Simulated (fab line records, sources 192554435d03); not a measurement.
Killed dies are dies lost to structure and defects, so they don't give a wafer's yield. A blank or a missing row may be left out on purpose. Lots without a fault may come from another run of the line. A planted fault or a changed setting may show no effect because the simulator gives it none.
Which tool did it? | flow n5_finfet | 11 lots, 33 wafers sampled, at 2 steps of a route of 1938

WHAT THE GAUGES READ, wafer by wafer
N5_SDB_INSPECT_36: inspects for defects (darkfield).
lot  | measured    | on                | raw_defect_count
L454 | day 4 07:56 | defect_inspect-02 | 77 45 39
L455 | day 4 11:59 | defect_inspect-02 | 72 45 54
L457 | day 4 23:03 | defect_inspect-02 | 37 40 42
L459 | day 5 12:55 | defect_inspect-02 | 85 61 74
L461 | day 5 23:01 | defect_inspect-01 | 17 26 17
L463 | day 6 10:44 | defect_inspect-02 | 62 55 34
L469 | day 8 01:21 | defect_inspect-01 | 25 31 40
L470 | day 8 04:17 | defect_inspect-01 | 15 20 19
L471 | day 8 10:02 | defect_inspect-01 | 28 29 31
L473 | day 8 23:17 | defect_inspect-02 | 30 57 38
L476 | day 9 20:22 | defect_inspect-01 | 56 39 51

WHICH TOOL RAN EACH LOT (tool, then ch and the chambers of the sampled wafers, then the start)
lot  | N5_SDB_STRIP_22
L454 | plasma_asher-02 ch 0,1, day 4 04:23
L455 | plasma_asher-01 ch 1, day 4 08:09
L457 | plasma_asher-01 ch 0,1, day 4 19:12
L459 | plasma_asher-01 ch 0,1, day 5 09:25
L461 | plasma_asher-01 ch 0,1, day 5 19:10
L463 | plasma_asher-01 ch 0,1, day 6 07:12
L469 | plasma_asher-02 ch 0,1, day 7 21:28
L470 | plasma_asher-02 ch 0,1, day 8 00:06
L471 | plasma_asher-01 ch 0,1, day 8 06:23
L473 | plasma_asher-01 ch 0,1, day 8 19:14
L476 | plasma_asher-01 ch 0,1, day 9 15:01
- N5_SDB_STRIP_22: strips in N2/H2.

THE ANSWER, worked out from the rows above alone
Rule: what is usual is taken from the lots themselves. Put in order of their means at a reading, lots are off if they are a third of the lots or fewer, leave a main group of 4 or more, and stand apart from it by a gap of 3 or more times the standard deviation of the main group's means; of several such gaps the widest counts. A main group whose means are all the same, to the digits that the tables above print for the reading, isn't used. A lot without any number at a reading at which 4 lots or more have one is off too. The other lots that the step has rows for count as sound.
No lot is off at any reading shown: from this, nothing can be told.

WHAT THE SIMULATOR HAD PUT IN
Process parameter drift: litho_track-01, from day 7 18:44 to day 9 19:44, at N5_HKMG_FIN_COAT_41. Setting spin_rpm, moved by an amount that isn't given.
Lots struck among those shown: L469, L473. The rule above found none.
